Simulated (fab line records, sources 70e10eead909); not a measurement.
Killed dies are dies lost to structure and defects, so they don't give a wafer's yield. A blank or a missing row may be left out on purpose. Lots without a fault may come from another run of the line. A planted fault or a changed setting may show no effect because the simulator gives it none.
Chamber matching | flow nand_harc | NHARC_A_CHANNEL_FILL_D1_ALD_16 on ald_hk-04: 4 sister chambers
The step deposits SiO2, target thk 1.5 nm, pulse time 10 s, ald cycles 15. 4 wafers are shown with their chamber, then 7 later ones without.

WAFERS WITH THEIR CHAMBER
wafer  | chamber | heater_power_w (W)
L339.5 | 1       | 412
L341.6 | 3       | 450
L345.3 | 2       | 473
L345.4 | 0       | 402

WAFERS WITHOUT THEIR CHAMBER
wafer  | heater_power_w (W)
L345.5 | 470
L350.1 | 465
L350.3 | 426
L350.4 | 455
L357.2 | 423
L357.3 | 413
L357.4 | 471

WHICH CHAMBER EACH WENT THROUGH
wafer  | from the rows above          | in truth
L345.5 | 2                            | 2
L350.1 | can't be placed: 2 or 3      | 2
L350.3 | can't be placed: 1 or 0 or 3 | 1
L350.4 | can't be placed: 3 or 2      | 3
L357.2 | can't be placed: 1 or 0      | 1
L357.3 | can't be placed: 1 or 0      | 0
L357.4 | 2                            | 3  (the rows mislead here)
Placed correctly: 1 of 7. Can't be placed from these rows: 5 (the true chamber is among the candidates in 5). Placed wrongly: 1.
How it was worked out, from the rows above alone: a wafer's distance from a chamber is the root of the sum, over the readings, of the square of ((its reading less the chamber's mean) divided by the reading's scatter). The wafer belongs to the nearest chamber; if the next one is less than 2 further off, it can't be placed. A chamber's mean is the mean of its shown wafers. The scatter: with one shown wafer a chamber, the root of the mean of the squares of how far each hidden wafer lies from its nearest shown one.
